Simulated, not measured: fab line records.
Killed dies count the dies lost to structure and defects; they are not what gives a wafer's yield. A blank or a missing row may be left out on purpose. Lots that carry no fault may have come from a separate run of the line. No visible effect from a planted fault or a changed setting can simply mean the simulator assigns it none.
fab line records	flow nandHarc
record: lots: 14	wafers: 42	lastDay: 24
route steps=1159 shown A_WL_FILL@825 THIN_TSV@1125 END@1159
lots that met no fault: from a run of the same line without faults
startH: start of the lot's first displayed wafer, in hours after the record's first day	waitH: how many hours have passed since the lot's step before this one	" as in the row above	L1.1+2: one row covering several wafers at once	- no value, or no start was given	* or withheld: withheld	< > ~ a bound
route shown NAME@n: a module of which the file shows steps, and the number in the route of the first	usual: the fault-free wafers' mean and standard deviation	same: alike in all rows	chamber/n: place in a boat	sites: the reading at each site	_std_site: the values' standard deviation	_edge_site: the outer-site mean with the inner-site mean subtracted	radiusMm: how far each site lies from the wafer's centre	mask NAME#n: copy n	behind: the most recent tool/chamber to have shaped the wafer	hold: why the lot was held/for how many hours/how that ended	device: transistor that didn't switch, given as n, p or np	end of line: the same wafers' tests at the end of the route	for a step that has no rows: nothing shown but its recipe	killed: at the first sort, the dies lost to defects and structure; wafer yield is something else	map: a wafer's dies, marking killed ones x, the rest . and places with no die _
set.NAME: the setting the step ran with; set.NAME@STEP: the setting that earlier step ran with	model.NAME: the simulator's own value behind a step, which no gauge read
a sample of lots followed through the steps of the route, with each step as a table and each wafer as a row
services: the hour from which a tool's chamber was out of use, counted from the record's first day as startH (under 0 if before that day), plus the number of hours and why
== steps ==
step: NHARC_A_WL_FILL_ETCHBACK_17
recipe: targetDepthA: 40	timeS: 26.7	chemistry: Cl2/BCl3
usual: drypumpMotorCurrentA: 5.99/0.28	oesProductAu: 0.998/0.011
lot.wafer	tool	chamber	startH	waitH	drypumpMotorCurrentA	oesProductAu	rfHoursCounterH
L433.1	rieMetal-02	0	339.73	-	5.64	0.969	3.4
L433.3	"	0	"	"	5.65	0.966	-
L433.6	"	1	"	"	5.72	0.999	-
L434.2	rieMetal-02	1	359.30	-	5.71	1.001	3.7
L434.3	"	0	"	"	5.63	0.970	-
L434.5	"	1	"	"	5.72	1.012	-
L436.4	rieMetal-03	1	359.36	-	6.18	1.003	-
L436.3	"	0	"	"	5.92	1.004	-
L436.6	"	1	"	"	6.19	1.016	-
L435.2	rieMetal-03	0	367.73	-	5.92	1.009	-
L435.4	"	0	"	"	5.92	1.011	-
L435.6	"	0	"	"	5.91	1.009	-
L437.2	rieMetal-03	0	376.37	-	5.92	1.012	2.7
L437.4	"	0	"	"	5.93	1.013	-
L437.5	"	1	"	"	6.19	1.014	-
L438.2	rieMetal-01	1	376.42	-	5.94	1.008	0.7
L438.3	"	1	"	"	5.93	1.009	-
L438.4	"	0	"	"	6.50	0.991	-
L440.1	rieMetal-03	1	394.96	-	6.18	1.005	2.2
L440.3	"	1	"	"	6.18	1.006	-
L440.5	"	1	"	"	6.17	0.995	-
L441.1	rieMetal-01	1	411.69	-	5.95	1.003	1.2
L441.3	"	1	"	"	5.93	1.006	-
L441.5	"	0	"	"	6.51	1.000	-
L443.4	rieMetal-02	1	413.63	-	5.70	1.009	-
L443.3	"	0	"	"	5.66	0.983	-
L443.6	"	0	"	"	5.66	0.969	-
L442.1	rieMetal-03	0	433.92	-	5.93	0.987	4.5
L442.3	"	0	"	"	5.93	0.999	-
L442.6	"	0	"	"	5.90	0.998	-
L449.2	rieMetal-03	0	441.44	-	5.92	0.999	4.6
L449.5	"	0	"	"	5.94	1.000	-
L449.6	"	1	"	"	6.17	0.990	-
L451.1	rieMetal-01	0	441.46	-	6.48	0.987	3.8
L451.4	"	1	"	"	5.96	0.995	-
L451.3	"	0	"	"	6.52	0.986	-
L450.1	rieMetal-03	0	450.25	-	5.92	1.005	5.1
L450.3	"	1	"	"	6.16	1.009	-
L450.6	"	1	"	"	6.16	1.007	-
L454.1	rieMetal-02	1	473.39	-	5.70	1.007	2.4
L454.4	"	1	"	"	5.71	1.006	-
L454.3	"	0	"	"	5.64	0.996	-
step: NHARC_THIN_TSV_ETCHBACK_48
recipe: targetDepthA: 10285	overEtchFrac: 0.3	timeS: 405.17	ionEnergyEv: 250	c4f8FlowSccm: withheld	arFlowSccm: withheld	rfW: 600	biasW: 300	chemistry: C4F8/Ar
usual: oesProductAu: 0.96/0.034	rfVppV: 547/3.4
lot.wafer	tool	chamber	startH	waitH	oesProductAu	rfHoursCounterH	rfVppV
L433.1	rieDiel-13	0	440.06	-	0.99	10	542
L433.3	"	3	"	"	0.97	8	548
L433.6	"	1	"	"	0.97	-	550
L434.2	rieDiel-13	2	440.67	-	1.00	9	541
L434.3	"	0	"	"	1.00	10	541
L434.5	"	2	"	"	1.00	-	541
L436.3	rieDiel-08	0	442.06	-	0.92	14	552
L436.4	"	1	"	"	0.94	13	546
L436.6	"	2	"	"	0.93	-	542
L435.2	rieDiel-13	3	444.57	-	0.99	9	547
L435.4	"	1	"	"	0.92	10	551
L435.6	"	3	"	"	0.99	-	548
L437.4	rieDiel-13	3	460.99	-	0.92	10	549
L437.2	"	0	"	"	0.93	11	542
L437.5	"	1	"	"	0.92	-	549
L438.4	rieDiel-02	0	462.12	-	0.99	10	549
L438.3	"	1	"	"	0.99	10	547
L438.2	"	2	"	"	0.98	9	550
L440.1	rieDiel-13	0	467.08	-	0.94	12	541
L440.3	"	2	"	"	0.94	11	542
L440.5	"	3	"	"	0.93	-	549
L443.3	rieDiel-13	1	489.84	-	0.99	0	549
L443.4	"	2	"	"	1.03	0	541
L443.6	"	0	"	"	0.99	-	544
L441.3	rieDiel-02	1	490.89	-	0.92	12	548
L441.1	"	3	"	"	0.94	11	548
L441.5	"	2	"	"	0.92	-	550
L442.3	rieDiel-13	3	503.14	-	0.97	1	550
L442.1	"	1	"	"	0.96	1	550
L442.6	"	2	"	"	1.01	-	542
L451.4	rieDiel-13	1	536.98	-	0.99	3	549
L451.1	"	3	"	"	1.00	3	547
L451.3	"	0	"	"	0.99	3	543
L449.2	rieDiel-02	2	539.60	-	0.92	2	552
L449.6	"	1	"	"	0.94	-	548
L449.5	"	2	"	"	0.93	-	551
L450.1	rieDiel-13	3	543.60	-	0.93	4	549
L450.3	"	0	"	"	0.93	4	543
L450.6	"	1	"	"	0.91	-	550
L454.3	rieDiel-02	3	553.74	-	0.93	3	551
L454.1	"	2	"	"	0.93	3	550
L454.4	"	3	"	"	0.93	-	551
step: NHARC_THIN_TSV_PVD_19
recipe: targetThkA: 200	chamberPressurePa: 5	material: TaN
usual: throttleValvePct: 29.6/1.4
lot.wafer	tool	chamber	startH	waitH	throttleValvePct
L433.3	pvdSputter-01	-	-	-	30.6
L433.1	"	-	"	"	28.0
L433.6	"	-	"	"	28.1
L434.3	pvdSputter-01	-	-	-	28.0
L434.2	"	-	"	"	28.8
L434.5	"	-	"	"	27.9
L436.3	pvdSputter-02	-	-	-	29.8
L436.4	"	-	"	"	27.7
L436.6	"	-	"	"	32.0
L435.2	pvdSputter-03	-	-	-	30.7
L435.4	"	-	"	"	29.8
L435.6	"	-	"	"	30.7
L437.2	pvdSputter-02	-	-	-	32.0
L437.4	"	-	"	"	27.9
L437.5	"	-	"	"	29.8
L438.2	pvdSputter-01	-	-	-	28.2
L438.4	"	-	"	"	30.0
L438.3	"	-	"	"	30.2
L440.1	pvdSputter-01	-	-	-	29.9
L440.3	"	-	"	"	30.4
L440.5	"	-	"	"	29.3
L443.3	pvdSputter-01	-	-	-	29.2
L443.4	"	-	"	"	30.4
L443.6	"	-	"	"	29.4
L441.3	pvdSputter-02	-	-	-	27.5
L441.1	"	-	"	"	29.7
L441.5	"	-	"	"	27.7
L442.3	pvdSputter-02	-	-	-	32.1
L442.1	"	-	"	"	27.6
L442.6	"	-	"	"	32.3
L451.4	pvdSputter-02	-	-	-	27.4
L451.1	"	-	"	"	29.9
L451.3	"	-	"	"	29.7
L449.2	pvdSputter-02	-	-	-	29.7
L449.6	"	-	"	"	27.9
L449.5	"	-	"	"	29.6
L450.3	pvdSputter-02	-	-	-	29.5
L450.1	"	-	"	"	29.7
L450.6	"	-	"	"	29.9
L454.1	pvdSputter-01	-	-	-	28.8
L454.3	"	-	"	"	27.5
L454.4	"	-	"	"	30.3
step: NHARC_THIN_TSV_DEGAS_53
recipe: tempC: 300	timeS: 60
usual: heaterPowerW: 457/40
lot.wafer	tool	chamber	startH	waitH	heaterPowerW
L433.3	pvdSputter-01	-	442.58	0.1	469
L433.1	"	-	"	"	432
L433.6	"	-	"	"	430
L434.3	pvdSputter-02	-	443.23	0.1	477
L434.2	"	-	"	"	472
L434.5	"	-	"	"	445
L436.3	pvdSputter-03	-	444.51	0.1	438
L436.4	"	-	"	"	446
L436.6	"	-	"	"	437
L435.4	pvdSputter-01	-	447.67	0.1	428
L435.2	"	-	"	"	444
L435.6	"	-	"	"	428
L437.2	pvdSputter-01	-	464.09	0.1	468
L437.4	"	-	"	"	401
L437.5	"	-	"	"	456
L438.3	pvdSputter-02	-	464.72	0.1	466
L438.4	"	-	"	"	455
L438.2	"	-	"	"	452
L440.1	pvdSputter-03	-	469.59	0.1	539
L440.3	"	-	"	"	537
L440.5	"	-	"	"	525
L443.3	pvdSputter-03	-	492.29	0.1	529
L443.4	"	-	"	"	437
L443.6	"	-	"	"	536
L441.3	pvdSputter-03	-	493.55	0.1	535
L441.1	"	-	"	"	530
L441.5	"	-	"	"	433
L442.3	pvdSputter-02	-	505.74	0.1	458
L442.1	"	-	"	"	461
L442.6	"	-	"	"	468
L451.4	pvdSputter-03	-	539.62	0.1	441
L451.1	"	-	"	"	524
L451.3	"	-	"	"	532
L449.2	pvdSputter-03	-	542.42	0.1	539
L449.6	"	-	"	"	529
L449.5	"	-	"	"	431
L450.1	pvdSputter-01	-	548.09	0.1	418
L450.3	"	-	"	"	388
L450.6	"	-	"	"	467
L454.1	pvdSputter-01	-	556.34	0.1	459
L454.3	"	-	"	"	438
L454.4	"	-	"	"	417
step: NHARC_END_SORT_01
recipe: tempC: 25
usual: killedAtArray: 30/10	killedAtOther: 0.5/0.82	killedAtPeriphery: 2.9/2	killedDies: 34/11	killedOpen: 3.2/1.8	killedShort: 2.0/1.4
same: grossDies: 677
lot.wafer	tool	chamber	startH	waitH	killedAtArray	killedAtOther	killedAtPeriphery	killedDies	killedOpen	killedShort
L440.1	prober-02	0	481.94	2.6	33	0	3	36	3	1
L440.3	prober-02	0	483.54	3.1	33	0	0	33	3	1
L440.5	prober-02	0	485.14	3.7	37	0	4	41	4	0
L441.1	prober-02	0	502.58	2.5	31	2	0	33	4	1
L441.3	prober-02	0	504.18	3.1	32	2	0	34	3	0
L441.5	prober-02	0	505.78	3.7	28	1	3	32	3	1
L449.2	prober-02	0	560.50	2.8	98	1	2	101	2	1
L449.5	prober-02	0	562.93	3.7	90	3	2	95	3	4
L449.6	prober-02	0	563.73	4.0	105	1	3	109	5	5
L450.1	prober-02	0	567.52	2.5	89	0	6	95	5	3
L450.3	prober-02	0	569.11	3.1	100	0	4	104	1	2
L450.6	prober-02	0	571.51	4.0	107	1	2	110	6	1
killed by level:class
L440.1 A_CHANNEL_HOLE_D1:chamberFilmFlake=12 A_SLIT:chamberFilmFlake=9 A_CONTACT:chamberFilmFlake=5 A_STAIRCASE:chamberFilmFlake=3 P_CONTACT:chamberFilmFlake=2 A_CONTACT:geometricParticle:short=1 A_CONTACT:geometricParticle:open=1 A_BLC:geometricParticle:open=1
L440.3 A_CHANNEL_HOLE_D1:chamberFilmFlake=15 A_STAIRCASE:chamberFilmFlake=6 A_SLIT:chamberFilmFlake=6 A_CONTACT:chamberFilmFlake=2 A_ONON_D1:geometricParticle:open=1 A_ONON_D1:geometricParticle:short=1 A_CHANNEL_HOLE_D1:geometricParticle:open=1 A_CHANNEL_FILL_D1:geometricParticle:open=1
L440.5 A_SLIT:chamberFilmFlake=14 A_CHANNEL_HOLE_D1:chamberFilmFlake=12 A_STAIRCASE:chamberFilmFlake=3 P_GATE:chamberFilmFlake=2 A_CONTACT:chamberFilmFlake=2 A_SOURCE_PLATE:geometricParticle:open=1 A_ONON_D1:geometricParticle:open=1 A_CHANNEL_HOLE_D1:geometricParticle:open=1
L441.1 A_CHANNEL_HOLE_D1:chamberFilmFlake=8 A_SLIT:chamberFilmFlake=8 A_CONTACT:chamberFilmFlake=6 A_STAIRCASE:chamberFilmFlake=4 A_WL_FILL:geometricParticle:open=2 THIN_TSV:chamberFilmFlake=2 A_CHANNEL_FILL_D1:geometricParticle:open=1 A_WL_FILL:geometricParticle:short=1
L441.3 A_SLIT:chamberFilmFlake=11 A_CHANNEL_HOLE_D1:chamberFilmFlake=9 A_CONTACT:chamberFilmFlake=7 A_STAIRCASE:chamberFilmFlake=2 A_CONTACT:geometricParticle:open=1 A_M0:geometricParticle:open=1 STARTING-WAFER:geometricParticle:open=1 A_CHANNEL_FILL_D1:chamberFilmFlake=1
L441.5 A_CHANNEL_HOLE_D1:chamberFilmFlake=9 A_SLIT:chamberFilmFlake=9 A_CONTACT:chamberFilmFlake=5 A_STAIRCASE:chamberFilmFlake=4 P_CONTACT:geometricParticle:short=1 P_M0:geometricParticle:open=1 P_M2:geometricParticle:open=1 A_CONTACT:geometricParticle:open=1
L449.2 A_WL_FILL:unspecified=63 A_CHANNEL_HOLE_D1:chamberFilmFlake=16 A_SGD_CUT:chamberFilmFlake=6 A_STAIRCASE:chamberFilmFlake=4 A_CONTACT:chamberFilmFlake=4 A_BLC:chamberFilmFlake=3 P_M0:geometricParticle:open=1 P_M1:geometricParticle:open=1
L449.5 A_WL_FILL:unspecified=60 A_CHANNEL_HOLE_D1:chamberFilmFlake=14 A_SGD_CUT:chamberFilmFlake=3 A_CONTACT:chamberFilmFlake=3 A_CONTACT:geometricParticle:open=2 P_ZERO_WELL:chamberFilmFlake=2 THIN_TSV:chamberFilmFlake=2 A_SOURCE_PLATE:geometricParticle:short=1
L449.6 A_WL_FILL:unspecified=67 A_CHANNEL_HOLE_D1:chamberFilmFlake=13 A_SGD_CUT:chamberFilmFlake=5 A_CONTACT:chamberFilmFlake=5 A_BLC:chamberFilmFlake=3 A_M0:geometricParticle:open=2 A_STAIRCASE:chamberFilmFlake=2 P_GATE:geometricParticle:short=1
L450.1 A_WL_FILL:unspecified=53 A_CHANNEL_HOLE_D1:chamberFilmFlake=15 A_SLIT:chamberFilmFlake=11 P_GATE:geometricParticle:open=2 A_CHANNEL_FILL_D1:geometricParticle:short=2 A_WL_FILL:geometricParticle:open=2 P_STI:chamberFilmFlake=2 A_STAIRCASE:chamberFilmFlake=2
L450.3 A_WL_FILL:unspecified=65 A_CHANNEL_HOLE_D1:chamberFilmFlake=15 A_SLIT:chamberFilmFlake=14 P_GATE:chamberFilmFlake=2 A_STAIRCASE:chamberFilmFlake=2 A_CONTACT:chamberFilmFlake=2 P_CONTACT:geometricParticle:short=1 A_SOURCE_PLATE:geometricParticle:short=1
L450.6 A_WL_FILL:unspecified=70 A_CHANNEL_HOLE_D1:chamberFilmFlake=15 A_SLIT:chamberFilmFlake=15 P_CONTACT:geometricParticle:open=2 A_CHANNEL_FILL_D1:geometricParticle:open=2 A_CONTACT:geometricParticle:open=2 A_CONTACT:chamberFilmFlake=2 A_M0:geometricParticle:short=1
== services ==
tool	chamber	startH	hours	kind
rieDiel-13	3	323.08	19.8	repair
rieDiel-08	1	323.94	2.4	repair
rieDiel-02	-	327.70	9.0	pm
rieMetal-01	-	332.00	9.0	pm
pvdSputter-01	-	336.00	10.0	pm
rieDiel-13	-	349.00	0.8	repair
rieMetal-03	1	363.26	5.5	repair
rieMetal-01	1	381.49	16.7	repair
pvdSputter-03	-	382.80	3.5	repair
rieMetal-02	-	388.00	9.0	pm
pvdSputter-02	-	392.00	10.0	pm
rieMetal-02	1	434.13	1.1	repair
rieMetal-03	-	453.11	9.0	pm
pvdSputter-03	-	458.00	10.0	pm
rieDiel-13	2	472.10	4.7	repair
pvdSputter-02	-	478.67	1.3	repair
rieDiel-13	-	480.02	9.0	pm
rieDiel-02	-	484.34	0.2	repair
rieDiel-02	-	504.70	9.0	pm
rieMetal-01	-	509.00	9.0	pm
pvdSputter-01	-	514.00	10.0	pm
rieDiel-02	0	527.82	34.6	repair
rieMetal-01	-	542.95	3.0	repair
pvdSputter-02	-	551.19	6.5	repair
== key ==
firstSign: step: NHARC_END_SORT_01	reading: killedAtArray	direction: up	sigmas: 6.6	usual: 30	struck: 98
effect: step: NHARC_END_SORT_01	reading: killedDies	direction: up	sigmas: 6.5	usual: 34	struck: 102
moreKillsBornAt: NHARC_A_WL_FILL_ETCHBACK_17@rieMetal-03: 378
metAt NHARC_A_WL_FILL_ETCHBACK_17
struckLots L449,L450
testerLeftOut L449,L450
notActingAt NHARC_THIN_TSV_ETCHBACK_48,NHARC_THIN_TSV_PVD_19,NHARC_THIN_TSV_DEGAS_53
onsetBetween 433.92 441.44
fault: kind: chamberParticleSource	tool: rieMetal-03	chamber: -	onsetH: 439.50	steps: NHARC_A_WL_FILL_ETCHBACK_17	ratePerVisitCm2: 0.41134	endH: 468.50
testerLeftOut: of these lots the tester's yield and bins aren't shown, on N5 and GAA mostly nor the transistor test; their killed dies are dies lost to structure and defects alone, not to doping, threshold or leakage, so they don't give the yield
